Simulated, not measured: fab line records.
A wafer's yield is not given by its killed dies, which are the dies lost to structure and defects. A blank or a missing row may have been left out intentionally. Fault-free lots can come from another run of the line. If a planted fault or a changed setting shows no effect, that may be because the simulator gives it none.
fab line records	flow nand-harc
[record] lots = 12	wafers = 36	last-day = 24
route steps=1159 shown P_CONTACT@234 END@1159
lots untouched by any fault: they come from a run of this same line in which no faults occurred
start-h: start of the lot's first displayed wafer, in hours after the record's first day	wait-h: how many hours have passed since the lot's step before this one	" the same as in the row above	L1.1+2: one row covering several wafers at once	- either no value or no given start	* or withheld: withheld	< > ~ a bound
route shown NAME@n: a module of which the file shows steps, and the number in the route of the first	usual: the fault-free wafers' mean and standard deviation	same: alike in all rows	chamber/n: place in a boat	sites: readings site by site	_std_site: standard deviation across them	_edge_site: the outer-site mean with the inner-site mean subtracted	radius-mm: for every site, how far away it sits from the centre of the wafer	mask NAME#n: copy n	behind: the last tool/chamber to shape the wafer	hold: what put the lot on hold/how long, in hours/how the hold closed	device: the transistor (n, p or np) that didn't switch	end of line: the tests these same wafers got at the end of their route	where a step has no rows: the recipe by itself	killed: not the wafer's yield, but the dies lost to structure and defects at the first sort	map: per-die view of a wafer (x killed, . not killed, _ where there is no die)
set.NAME: setting as actually run; set.NAME@STEP: the setting as run at that earlier step	model.NAME: the simulator's own value behind a step, which no gauge read
steps of the route over a sample of lots; a table a step, a row a wafer
services: when a tool's chamber went out of use (start-h, in hours from the record's first day, below 0 if earlier), for how many hours, and the reason
[[steps]]
[step NHARC_P_CONTACT_INSPECT_14]
[usual] raw-defect-count = 3.8/2.2
lot.wafer	tool	chamber	start-h	wait-h	raw-defect-count
L576.1	defect-inspect-01	-	114.46	0.1	3
L576.2	"	-	"	"	3
L576.6	"	-	"	"	3
L578.2	defect-inspect-02	-	127.29	0.0	4
L578.3	"	-	"	"	5
L578.5	"	-	"	"	1
L581.3	defect-inspect-02	-	137.24	0.0	1
L581.4	"	-	"	"	4
L581.5	"	-	"	"	2
L584.1	defect-inspect-01	-	163.03	0.0	6
L584.4	"	-	"	"	4
L584.6	"	-	"	"	9
L586.2	defect-inspect-01	-	166.31	0.0	5
L586.4	"	-	"	"	5
L586.5	"	-	"	"	2
L588.2	defect-inspect-02	-	189.94	0.0	5
L588.4	"	-	"	"	5
L588.5	"	-	"	"	2
L590.2	defect-inspect-01	-	204.15	0.0	3
L590.4	"	-	"	"	1
L590.5	"	-	"	"	4
L593.1	defect-inspect-01	-	211.83	0.0	3
L593.2	"	-	"	"	0
L593.5	"	-	"	"	3
L595.2	defect-inspect-01	-	227.32	0.0	6
L595.4	"	-	"	"	5
L595.5	"	-	"	"	2
L597.2	defect-inspect-02	-	236.33	0.0	1
L597.5	"	-	"	"	11
L597.6	"	-	"	"	2
L598.1	defect-inspect-01	-	236.98	0.0	4
L598.3	"	-	"	"	6
L598.5	"	-	"	"	6
L599.1	defect-inspect-01	-	248.35	0.0	5
L599.2	"	-	"	"	9
L599.5	"	-	"	"	6
[step NHARC_P_CONTACT_ETCH_31]
[recipe] target-depth-a = 300	time-s = 85.7	ion-energy-ev = 120	over-etch-frac = 1	ch3f-flow-sccm = 50	o2-flow-sccm = 30	ar-flow-sccm = 200	rf-w = 500	bias-w = 100	chemistry = CH3F/O2
[usual] ch3f-flow-sccm = 50.01/0.15	chamber-pressure-mTorr = 25.000/0.022	drypump-motor-current-A = 5.7/0.33	oes-product-au = 0.984/0.013	rf-vpp-V = 244.0/1.5	showerhead-plenum-p-Torr = 2.43/0.086	throttle-valve-pct = 20.663/0.0082
lot.wafer	tool	chamber	start-h	wait-h	ch3f-flow-sccm	chamber-pressure-mTorr	drypump-motor-current-A	oes-product-au	rf-hours-counter-h	rf-vpp-V	showerhead-plenum-p-Torr	throttle-valve-pct
L576.1	rie-diel-11	1	-	-	50.25	25.044	6.2	0.993	8	243.8	2.42	20.660
L576.2	"	2	"	"	49.75	24.995	5.6	0.986	9	244.0	2.45	20.658
L576.6	"	1	"	"	50.00	25.039	6.2	0.990	-	243.8	2.42	20.644
L578.3	rie-diel-11	1	-	-	49.90	25.009	6.1	0.995	9	244.1	2.42	20.661
L578.2	"	0	"	"	50.22	24.991	5.4	0.989	9	241.9	2.33	20.658
L578.5	"	2	"	"	50.25	25.009	5.6	0.986	-	242.6	2.45	20.660
L581.3	rie-diel-11	2	-	-	49.79	25.036	5.6	0.985	11	244.7	2.45	20.676
L581.4	"	3	"	"	50.05	25.012	5.6	0.999	11	243.3	2.35	20.671
L581.5	"	3	"	"	50.22	25.009	5.6	1.008	-	243.4	2.35	20.672
L584.1	rie-diel-08	2	-	-	50.02	25.012	5.1	0.984	2	246.0	2.55	20.664
L584.4	"	0	"	"	50.07	24.988	5.7	0.979	3	242.9	2.42	20.659
L584.6	"	2	"	"	50.04	24.988	5.1	0.979	-	246.2	2.55	20.659
L586.2	rie-diel-11	3	-	-	50.11	25.044	5.6	0.982	16	244.7	2.35	20.678
L586.4	"	2	"	"	49.96	24.963	5.6	0.993	16	245.2	2.45	20.674
L586.5	"	0	"	"	49.87	24.974	5.5	0.997	-	244.0	2.33	20.656
L588.2	rie-diel-08	1	-	-	50.25	25.021	5.8	0.997	6	245.6	2.62	20.672
L588.4	"	3	"	"	50.07	24.998	6.3	0.980	6	244.0	2.41	20.669
L588.5	"	2	"	"	50.18	25.000	5.1	1.009	-	244.8	2.55	20.660
L590.2	rie-diel-08	2	-	-	49.99	25.020	5.2	0.984	7	245.6	2.55	20.664
L590.4	"	0	"	"	50.27	24.997	5.7	0.970	7	242.9	2.42	20.659
L590.5	"	3	"	"	50.04	25.019	6.2	0.966	-	243.5	2.41	20.673
L593.2	rie-diel-11	3	-	-	50.08	25.024	5.7	0.964	1	242.4	2.34	20.668
L593.1	"	1	"	"	49.85	25.018	6.1	0.980	2	243.4	2.41	20.660
L593.5	"	3	"	"	50.02	25.022	5.6	0.971	-	241.4	2.34	20.679
L595.2	rie-diel-08	1	-	-	50.18	25.002	5.8	0.983	9	247.8	2.62	20.675
L595.4	"	2	"	"	50.06	24.995	5.1	0.974	10	244.0	2.54	20.662
L595.5	"	3	"	"	50.07	24.963	6.2	0.977	-	245.1	2.41	20.657
L597.2	rie-diel-11	2	-	-	49.97	25.036	5.6	0.974	3	245.2	2.45	20.657
L597.5	"	0	"	"	49.99	25.017	5.5	1.004	-	242.1	2.32	20.656
L597.6	"	1	"	"	49.75	24.998	6.1	0.973	-	243.4	2.41	20.664
L598.3	rie-diel-08	0	-	-	50.07	24.975	5.7	0.969	11	241.7	2.42	20.658
L598.1	"	2	"	"	50.14	25.044	5.1	0.986	11	246.7	2.54	20.664
L598.5	"	0	"	"	50.03	24.990	5.7	0.975	-	244.6	2.42	20.677
L599.2	rie-diel-11	0	-	-	49.91	24.998	5.4	0.955	6	242.4	2.32	20.664
L599.1	"	1	"	"	50.33	25.016	6.1	0.955	6	244.1	2.41	20.647
L599.5	"	3	"	"	49.94	24.989	5.6	0.951	-	242.5	2.34	20.665
[step NHARC_P_CONTACT_CD_MEAS_19]
[usual] cd-nm = 89.8/1.6
lot.wafer	tool	chamber	start-h	wait-h	cd-nm
L576.1	cd-sem-02	-	115.39	-	89.4
L576.2	"	-	"	"	87.3
L576.6	"	-	"	"	90.5
L578.2	cd-sem-01	-	128.22	-	90.1
L578.3	"	-	"	"	92.7
L578.5	"	-	"	"	88.1
L581.3	cd-sem-02	-	138.25	-	87.8
L581.4	"	-	"	"	91.3
L581.5	"	-	"	"	86.8
L584.1	cd-sem-01	-	163.98	-	90.0
L584.4	"	-	"	"	92.6
L584.6	"	-	"	"	92.1
L586.2	cd-sem-01	-	167.25	-	90.7
L586.4	"	-	"	"	89.6
L586.5	"	-	"	"	89.6
L588.2	cd-sem-03	-	191.09	-	87.2
L588.4	"	-	"	"	89.8
L588.5	"	-	"	"	88.4
L590.2	cd-sem-03	-	205.09	-	90.9
L590.4	"	-	"	"	92.1
L590.5	"	-	"	"	91.7
L593.1	cd-sem-01	-	212.76	-	87.8
L593.2	"	-	"	"	89.1
L593.5	"	-	"	"	89.9
L595.2	cd-sem-03	-	228.28	-	90.3
L595.4	"	-	"	"	89.1
L595.5	"	-	"	"	90.7
L597.2	cd-sem-03	-	237.27	-	86.8
L597.5	"	-	"	"	88.9
L597.6	"	-	"	"	89.2
L598.1	cd-sem-01	-	237.91	-	88.3
L598.3	"	-	"	"	91.5
L598.5	"	-	"	"	88.0
L599.1	cd-sem-03	-	249.28	-	90.4
L599.2	"	-	"	"	89.8
L599.5	"	-	"	"	89.8
[step NHARC_P_CONTACT_CVD_23]
[recipe] target-thk-a = 2000	temp-c = 300	pressure-torr = 40	wf6-flow-sccm = 40	h2-flow-sccm = 1600	ar-flow-sccm = 1560	time-s = 557	material = W
[usual] chamber-pressure-Torr = 39.98/0.087	heater-power-w = 479/19	throttle-valve-pct = 8.0/0.33
lot.wafer	tool	chamber	start-h	wait-h	chamber-pressure-Torr	heater-power-w	throttle-valve-pct
L576.1	cvd-w-01	0	127.97	-	39.88	475	7.8
L576.2	"	1	"	"	39.91	446	7.8
L576.6	"	1	"	"	40.11	452	7.9
L578.2	cvd-w-02	1	137.64	-	40.16	495	8.5
L578.3	"	0	"	"	40.04	490	7.8
L578.5	"	0	"	"	39.94	488	7.8
L581.4	cvd-w-02	0	146.81	-	39.84	486	7.8
L581.3	"	1	"	"	39.94	501	8.3
L581.5	"	1	"	"	39.89	491	8.6
L584.1	cvd-w-02	0	165.76	-	40.08	469	7.8
L584.4	"	0	"	"	39.97	483	7.9
L584.6	"	0	"	"	40.17	470	7.8
L586.2	cvd-w-02	0	168.54	-	39.98	485	7.8
L586.4	"	0	"	"	39.91	488	7.5
L586.5	"	0	"	"	39.80	482	8.0
L588.2	cvd-w-01	1	192.58	-	40.07	446	7.7
L588.4	"	1	"	"	40.08	460	7.7
L588.5	"	0	"	"	40.02	480	7.6
L588.2	cvd-w-01	1	193.37	0.7	39.87	448	8.0
L588.4	"	1	"	"	39.98	439	7.9
L588.5	"	0	"	"	40.07	481	7.7
L590.2	cvd-w-02	0	212.11	-	40.04	489	7.5
L590.4	"	0	"	"	40.06	475	7.5
L590.5	"	1	"	"	39.96	471	8.2
L590.2	cvd-w-02	0	217.69	5.5	40.01	489	7.8
L590.4	"	0	"	"	40.14	478	7.7
L590.5	"	1	"	"	40.05	455	8.2
L593.1	cvd-w-01	0	216.23	-	39.99	493	7.8
L593.2	"	1	"	"	40.08	439	7.8
L593.5	"	0	"	"	39.94	489	7.6
L595.2	cvd-w-02	1	230.07	-	39.91	476	8.1
L595.4	"	0	"	"	40.03	491	7.7
L595.5	"	1	"	"	40.06	466	8.3
L595.2	cvd-w-02	1	235.04	4.9	40.01	470	8.4
L595.4	"	0	"	"	39.90	488	7.7
L595.5	"	1	"	"	40.02	451	8.2
L597.2	cvd-w-02	0	238.44	-	39.99	481	7.7
L597.6	"	0	"	"	40.10	502	7.6
L597.5	"	1	"	"	39.92	465	8.2
L598.1	cvd-w-02	0	239.08	-	40.01	486	7.9
L598.3	"	1	"	"	40.11	460	8.1
L598.5	"	0	"	"	40.05	499	7.9
L599.1	cvd-w-02	1	250.47	-	40.07	465	8.2
L599.2	"	0	"	"	39.88	489	7.9
L599.5	"	0	"	"	39.86	468	7.6
[step NHARC_P_CONTACT_CMP_24]
[recipe] t-overpolish-s = 30	target-thk-nm = 200
[usual] motor-current-A = 12.4/1.4	overpolish-run-s = 29.999/0.0084	slurry-filter-dp-kPa = 13.47/0.14	time-to-endpoint-s = 37.8/1.9
lot.wafer	tool	chamber	start-h	wait-h	motor-current-A	overpolish-run-s	slurry-filter-dp-kPa	time-to-endpoint-s
L576.1	cmp-03	1	128.64	0.6	13.1	29.981	13.32	37.0
L576.2	"	0	"	"	9.5	29.997	13.73	38.0
L576.6	"	1	"	"	13.5	29.992	13.29	36.6
L578.3	cmp-03	1	138.19	0.4	12.6	30.013	13.33	38.1
L578.2	"	0	"	"	10.2	29.995	13.66	37.0
L578.5	"	2	"	"	14.1	29.996	13.51	35.1
L581.3	cmp-04	0	147.33	0.3	13.4	30.010	13.50	35.0
L581.4	"	1	"	"	12.1	30.009	13.60	35.4
L581.5	"	2	"	"	11.3	29.994	13.41	38.0
L584.4	cmp-01	3	166.33	0.3	11.7	29.991	13.53	39.6
L584.1	"	1	"	"	14.0	29.996	13.33	40.4
L584.6	"	0	"	"	11.7	30.012	13.46	42.1
L586.4	cmp-03	2	169.20	0.4	14.3	29.997	13.31	38.4
L586.2	"	3	"	"	12.4	30.004	13.32	37.0
L586.5	"	1	"	"	13.1	29.999	13.45	40.3
L588.2	cmp-04	3	194.13	0.7	12.6	30.005	13.49	74.3
L588.4	"	1	"	"	12.7	30.002	13.41	74.4
L588.5	"	3	"	"	12.6	29.997	13.28	73.9
L593.1	cmp-03	2	216.87	0.6	13.9	29.992	13.44	37.5
L593.2	"	0	"	"	9.7	30.012	13.45	36.5
L593.5	"	3	"	"	12.8	29.988	13.39	37.6
L590.4	cmp-04	3	224.91	7.0	12.7	30.013	13.54	79.7
L590.2	"	0	"	"	13.3	30.001	13.52	77.9
L590.5	"	2	"	"	10.6	29.994	13.52	80.4
L595.4	cmp-03	0	235.70	0.5	10.0	30.003	13.57	77.7
L595.2	"	2	"	"	14.4	29.997	13.29	79.2
L595.5	"	3	"	"	12.4	30.003	13.22	76.3
L597.2	cmp-04	3	239.13	0.6	12.0	29.994	13.44	37.0
L597.6	"	1	"	"	12.2	29.992	13.48	38.5
L597.5	"	2	"	"	12.0	29.994	13.36	39.5
L598.3	cmp-04	1	239.74	0.3	11.9	29.991	13.51	39.5
L598.1	"	2	"	"	10.6	30.002	13.35	39.9
L598.5	"	0	"	"	12.6	29.993	13.26	37.8
L599.1	cmp-01	1	251.14	0.6	14.4	29.999	13.28	39.0
L599.2	"	2	"	"	10.1	30.010	13.46	33.7
L599.5	"	1	"	"	14.0	29.978	13.38	38.4
[step NHARC_END_SORT_01]
[recipe] temp-c = 25
[usual] killed-at-array = 24/8.8	killed-at-other = 0.7/0.99	killed-at-periphery = 3.5/2.6	killed-dies = 28/9.3	killed-open = 3.2/1.7	killed-short = 1.7/1.4
[same] gross-dies = 677
lot.wafer	tool	chamber	start-h	wait-h	killed-at-array	killed-at-other	killed-at-periphery	killed-dies	killed-open	killed-short
L576.1	prober-02	0	448.01	2.5	16	0	3	19	6	1
L576.2	prober-02	0	448.81	2.8	16	0	5	21	3	2
L576.6	prober-02	0	452.03	4.0	27	2	3	32	3	1
L590.5	prober-01	0	546.85	3.7	31	1	2	34	6	1
L593.1	prober-02	0	562.26	2.5	41	2	3	46	2	4
L593.2	prober-02	0	563.05	2.8	43	2	1	46	5	0
L593.5	prober-02	0	565.44	3.7	31	1	3	35	8	4
L595.2	prober-01	0	566.36	2.8	30	0	4	34	5	1
L595.4	prober-01	0	567.96	3.4	34	0	3	37	6	2
L595.5	prober-01	0	568.76	3.7	30	0	2	32	2	1
L597.6	prober-02	0	574.01	4.0	26	2	3	31	3	1
L599.1	prober-02	0	578.99	2.5	36	0	3	39	3	4
L599.2	prober-02	0	579.79	2.8	23	0	9	32	1	5
L599.5	prober-02	0	582.18	3.7	33	0	8	41	4	5
L598.1	prober-01	0	581.81	2.5	11	0	2	13	0	0
L598.3	prober-01	0	583.41	3.1	11	1	2	14	4	0
L598.5	prober-01	0	585.01	3.7	18	1	1	20	4	4
// killed by level:class
L576.1 A_CHANNEL_HOLE_D1:chamber-film-flake=7 A_ONON_D1:geometric-particle:open=2 A_STAIRCASE:chamber-film-flake=2 P_GATE:geometric-particle:open=1 P_M0:geometric-particle:open=1 A_CHANNEL_FILL_D1:geometric-particle:open=1 A_CONTACT:geometric-particle:open=1 A_M1:geometric-particle:short=1
L576.2 A_CONTACT:chamber-film-flake=5 A_CHANNEL_HOLE_D1:chamber-film-flake=4 P_M0:geometric-particle:open=2 P_BONDPAD:chamber-film-flake=2 A_SLIT:chamber-film-flake=2 A_CHANNEL_HOLE_D1:geometric-particle:short=1 A_WL_FILL:geometric-particle:short=1 A_M1:geometric-particle:open=1
L576.6 A_CHANNEL_HOLE_D1:chamber-film-flake=17 A_WL_FILL:chamber-film-flake=3 P_BONDPAD:chamber-film-flake=2 A_CONTACT:chamber-film-flake=2 THIN_TSV:chamber-film-flake=2 P_GATE:geometric-particle:open=1 A_CHANNEL_FILL_D1:geometric-particle:short=1 A_SGD_CUT:geometric-particle:open=1
L590.5 A_CHANNEL_HOLE_D1:chamber-film-flake=16 A_BLC:chamber-film-flake=4 A_CONTACT:chamber-film-flake=3 A_BLC:geometric-particle:open=2 A_STAIRCASE:chamber-film-flake=2 P_CONTACT:geometric-particle:short=1 A_CHANNEL_FILL_D1:geometric-particle:open=1 A_CONTACT:geometric-particle:open=1
L593.1 A_CHANNEL_HOLE_D1:chamber-film-flake=17 A_SLIT:chamber-film-flake=17 P_CONTACT:chamber-film-flake=2 THIN_TSV:chamber-film-flake=2 P_GATE:geometric-particle:short=1 A_ONON_D1:geometric-particle:short=1 A_WL_FILL:geometric-particle:open=1 A_CONTACT:geometric-particle:short=1
L593.2 A_CHANNEL_HOLE_D1:chamber-film-flake=18 A_SLIT:chamber-film-flake=14 A_SGD_CUT:geometric-particle:open=2 A_CHANNEL_FILL_D1:chamber-film-flake=2 A_CONTACT:chamber-film-flake=2 A_M0:chamber-film-flake=2 THIN_TSV:chamber-film-flake=2 P_CONTACT:geometric-particle:open=1
L593.5 A_CHANNEL_HOLE_D1:chamber-film-flake=12 A_SLIT:chamber-film-flake=6 A_CONTACT:geometric-particle:open=2 A_CONTACT:chamber-film-flake=2 P_CONTACT:geometric-particle:short=1 P_CONTACT:geometric-particle:open=1 A_SOURCE_PLATE:geometric-particle:short=1 A_ONON_D1:geometric-particle:short=1
L595.2 A_CHANNEL_HOLE_D1:chamber-film-flake=22 P_CONTACT:geometric-particle:open=2 A_CONTACT:geometric-particle:open=2 P_M0:geometric-particle:short=1 A_M0:geometric-particle:open=1 P_ZERO_WELL:chamber-film-flake=1 A_ZERO_WELL:chamber-film-flake=1 A_STAIRCASE:chamber-film-flake=1
L595.4 A_CHANNEL_HOLE_D1:chamber-film-flake=22 A_CHANNEL_FILL_D1:geometric-particle:open=2 P_ZERO_WELL:chamber-film-flake=2 A_STAIRCASE:chamber-film-flake=2 P_CONTACT:geometric-particle:short=1 A_CHANNEL_HOLE_D1:geometric-particle:open=1 A_SGD_CUT:geometric-particle:open=1 A_CONTACT:geometric-particle:open=1
L595.5 A_CHANNEL_HOLE_D1:chamber-film-flake=18 A_CONTACT:chamber-film-flake=7 P_ZERO_WELL:chamber-film-flake=2 A_STAIRCASE:chamber-film-flake=2 A_CHANNEL_HOLE_D1:geometric-particle:open=1 A_WL_FILL:geometric-particle:short=1 A_WL_FILL:geometric-particle:open=1
L597.6 A_SLIT:chamber-film-flake=15 A_CHANNEL_HOLE_D1:chamber-film-flake=4 A_CONTACT:chamber-film-flake=2 A_STAIRCASE:chamber-film-flake=2 THIN_TSV:chamber-film-flake=2 P_CONTACT:geometric-particle:open=1 P_M0:geometric-particle:open=1 A_CHANNEL_FILL_D1:geometric-particle:short=1
L599.1 A_SLIT:chamber-film-flake=15 A_CONTACT:chamber-film-flake=6 A_CHANNEL_HOLE_D1:chamber-film-flake=4 A_STAIRCASE:chamber-film-flake=4 A_CHANNEL_FILL_D1:geometric-particle:short=2 A_CONTACT:geometric-particle:open=2 P_STI:chamber-film-flake=2 P_CONTACT:geometric-particle:short=1
L599.2 A_SLIT:chamber-film-flake=9 P_STI:chamber-film-flake=6 A_STAIRCASE:chamber-film-flake=5 A_ONON_D1:geometric-particle:short=2 P_M1:chamber-film-flake=2 A_CHANNEL_HOLE_D1:chamber-film-flake=2 A_CONTACT:chamber-film-flake=2 P_M0:geometric-particle:short=1
L598.1 A_CONTACT:chamber-film-flake=7 A_CHANNEL_HOLE_D1:chamber-film-flake=3 P_ZERO_WELL:chamber-film-flake=2 A_STAIRCASE:chamber-film-flake=1
L599.5 A_SLIT:chamber-film-flake=13 A_CHANNEL_HOLE_D1:chamber-film-flake=8 P_STI:chamber-film-flake=4 A_STAIRCASE:chamber-film-flake=4 A_WL_FILL:geometric-particle:short=2 P_M1:chamber-film-flake=2 P_CONTACT:geometric-particle:short=1 P_M0:geometric-particle:open=1
L598.3 A_CHANNEL_HOLE_D1:chamber-film-flake=4 A_CONTACT:chamber-film-flake=3 P_GATE:geometric-particle:open=1 A_ONON_D1:geometric-particle:open=1 A_CHANNEL_FILL_D1:geometric-particle:open=1 STARTING-WAFER:geometric-particle:open=1 P_ZERO_WELL:chamber-film-flake=1 A_STAIRCASE:chamber-film-flake=1
L598.5 A_CHANNEL_HOLE_D1:chamber-film-flake=5 A_CONTACT:chamber-film-flake=4 A_STAIRCASE:chamber-film-flake=3 A_CONTACT:geometric-particle:short=2 P_M0:geometric-particle:open=1 A_WL_FILL:geometric-particle:short=1 A_CONTACT:geometric-particle:open=1 A_BLC:geometric-particle:open=1
[[services]]
tool	chamber	start-h	hours	kind
rie-diel-11	0	100.31	6.5	repair
cmp-04	-	105.00	4.0	pm
rie-diel-08	0	110.29	4.6	repair
cvd-w-01	-	114.97	13.0	pm
rie-diel-08	-	124.80	9.0	pm
cmp-04	-	130.34	2.7	repair
rie-diel-11	0	138.16	2.9	repair
cmp-03	-	155.95	1.9	repair
cmp-01	-	168.65	2.2	repair
cmp-01	-	179.50	4.0	pm
rie-diel-11	-	189.63	9.0	pm
cmp-01	-	192.90	1.7	repair
cvd-w-02	-	199.11	13.0	pm
cvd-w-02	0	199.11	13.0	vent-cycle
cvd-w-01	-	201.61	2.6	repair
cmp-04	-	203.06	4.0	pm
rie-diel-08	0	215.45	2.0	repair
cmp-04	-	218.40	6.5	repair
rie-diel-08	1	224.33	3.2	repair
cmp-04	-	227.14	1.3	repair
cmp-03	-	233.19	0.6	repair
cvd-w-02	0	239.68	1.4	repair
cmp-04	-	244.28	1.0	repair
cmp-03	-	247.49	1.0	repair
[[key]]
[first-sign] step = NHARC_P_CONTACT_CVD_23	reading = visit	direction = added
[effect] step = NHARC_P_CONTACT_CMP_24	reading = time-to-endpoint-s	direction = up	sigmas = 21	usual = *	struck = *
met-at NHARC_P_CONTACT_CVD_23
struck-lots L588,L590,L595
tester-left-out L588,L590,L595
not-acting-at NHARC_P_CONTACT_INSPECT_14,NHARC_P_CONTACT_ETCH_31,NHARC_P_CONTACT_CD_MEAS_19
[fault] kind = repeated-step-whole	tool = cvd-w-01,cvd-w-02	chamber = -	onset-h = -	steps = NHARC_P_CONTACT_CVD_23	times = 1	scope = struck-lots-only
// tester-left-out: of these lots the tester's yield and bins aren't shown, on N5 and GAA mostly nor the transistor test; their killed dies are dies lost to structure and defects alone, not to doping, threshold or leakage, so they don't give the yield
